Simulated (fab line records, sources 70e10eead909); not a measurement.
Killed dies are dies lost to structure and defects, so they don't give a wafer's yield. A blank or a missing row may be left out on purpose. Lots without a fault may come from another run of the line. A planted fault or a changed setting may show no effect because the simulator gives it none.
A struck lot beside a sound one | flow nand_harc | 16 steps out of a route of 1159
Sound: wafers L739.3, L739.4, L739.6. Struck: wafers L745.2, L745.5. (L745.1 of the same lot was not struck and is left out.) The cause comes at the end.
At each step with rows: each side's tool, then ch and its chambers, then its first start. Under that, the readings that differ: sound wafers | struck wafers | difference of the means | sigmas: that difference in standard deviations of wafers without a fault.
alike: readings whose means differ by less than 2 such deviations, and words and numbers that are the same on both sides. not compared: withheld readings, readings that some wafer has no value for, bounds like >300 that may hide the same value, and numbers for which the record gives no deviation and whose values overlap.
The two part at a step that has a row with sigmas, a row that says differs or no value, or rows on one side only. Numbers that don't overlap but have no deviation are shown without sigmas and don't part them. A reading that every wafer of one side lacks parts them only if that side has two wafers or more.

first, 5 steps without rows for these wafers: NHARC_P_STI_SOFTBAKE_04 (time 70 s); NHARC_P_STI_EBR_05; NHARC_P_STI_EXPOSE_06 (exposes mask P STI, target cd 200 nm); NHARC_P_STI_PEB_07 (peb time 80 s); NHARC_P_STI_DEVELOP_08 (time 50 s).
NHARC_P_STI_CD_MEAS_09: target cd 200 nm.
  sound on cd_sem-01 ch 0, day 2 20:15; struck on cd_sem-03 ch 0, day 4 12:53
  alike: cd_nm
NHARC_P_STI_OVL_MEAS_10:
  sound on overlay-01, day 2 20:20; struck on overlay-02, day 4 12:58
  reading           | sound    | struck | difference | sigmas
  overlay_y_nm (nm) | 11 11 12 | -7 -7  | -18        | -3
  alike: overlay_x_nm
NHARC_P_STI_INSPECT_11:
  sound on defect_inspect-01, day 2 20:22; struck on defect_inspect-02, day 4 13:01
  alike: raw_defect_count
then, 1 step without rows for these wafers: NHARC_P_STI_HARDBAKE_13 (time 65 s).
NHARC_P_STI_DESCUM_14: chemistry O2, time 3 s.
  sound on rie_diel-08 ch 0,2,3, day 2 20:31; struck on rie_diel-12 ch 0,3, day 4 13:08
  reading               | sound             | struck      | difference | sigmas
  oes_product_au (a.u.) | 0.993 0.994 0.996 | 1.007 1.016 | +0.017     | +2
  alike: drypump_motor_current_A, rf_vpp_V, showerhead_plenum_p_Torr, throttle_valve_pct
  not compared: rf_hours_counter_h
NHARC_P_STI_ETCH_42: etches the open film in N2/H2, target depth 80 nm, overetch 24 nm, time 61 s.
  sound on rie_diel-08 ch 2,3, day 2 20:35; struck on rie_diel-12 ch 0,2, day 4 13:14
  reading               | sound             | struck      | difference | sigmas
  oes_product_au (a.u.) | 0.999 0.985 0.985 | 1.005 1.014 | +0.020     | +3
  alike: drypump_motor_current_A, h2_flow_sccm, rf_vpp_V, showerhead_plenum_p_Torr, throttle_valve_pct
  not compared: rf_hours_counter_h
NHARC_P_STI_ETCH_31: etches the open film in CF4/CHF3, target depth 108.9 nm, time 54.5 s.
  sound on rie_diel-08 ch 1,2; struck on rie_diel-12 ch 0,3
  reading                     | sound       | struck  | difference | sigmas
  drypump_motor_current_A (A) | 5.2 5.2 5.2 | 6.2 5.9 | +0.9       | +3
  alike: chf3_flow_sccm, oes_product_au, rf_vpp_V, showerhead_plenum_p_Torr, throttle_valve_pct
  not compared: rf_hours_counter_h
NHARC_P_STI_ETCH_15: etches the open film in HBr/Cl2, target depth 300 nm, time 100.1 s.
  sound on rie_si-02 ch 1,3, day 2 20:48; struck on rie_si-02 ch 0, day 4 13:25
  reading                           | sound             | struck      | difference | sigmas
  oes_product_au (a.u.)             | 0.998 0.999 0.979 | 0.904 0.893 | -0.093     | -11
  model.P_STI.feature_depth_nm (nm) | 298.9 299.6 293.9 | 252.5 250.1 | -46.2      |
  alike: drypump_motor_current_A, hbr_flow_sccm, he_backside_leak_sccm, mfc_cl2_sccm, throttle_valve_pct
  not compared: rf_hours_counter_h
NHARC_P_STI_CD_MEAS_16:
  sound on cd_sem-02, day 2 20:59; struck on cd_sem-02, day 4 13:37
  alike: cd_nm
NHARC_P_STI_OCD_MEAS_17:
  sound on ocd-01, day 2 21:04; struck on ocd-01, day 4 13:42
  reading                | sound             | struck      | difference | sigmas
  trench_depth_nm (nm)   | 299 300 293       | 253 250     | -46        | -13
  trench_foot_cd_nm (nm) | 159.4 159.3 158.4 | 164.7 164.6 | +5.6       | +3
then, 1 step without rows for these wafers: NHARC_P_STI_STRIP_19 (strips in SPM, time 900 s).

WHERE THEY PART
First at NHARC_P_STI_OVL_MEAS_10; last, within this record, at NHARC_P_STI_OCD_MEAS_17.

WHY: what the simulator had put in
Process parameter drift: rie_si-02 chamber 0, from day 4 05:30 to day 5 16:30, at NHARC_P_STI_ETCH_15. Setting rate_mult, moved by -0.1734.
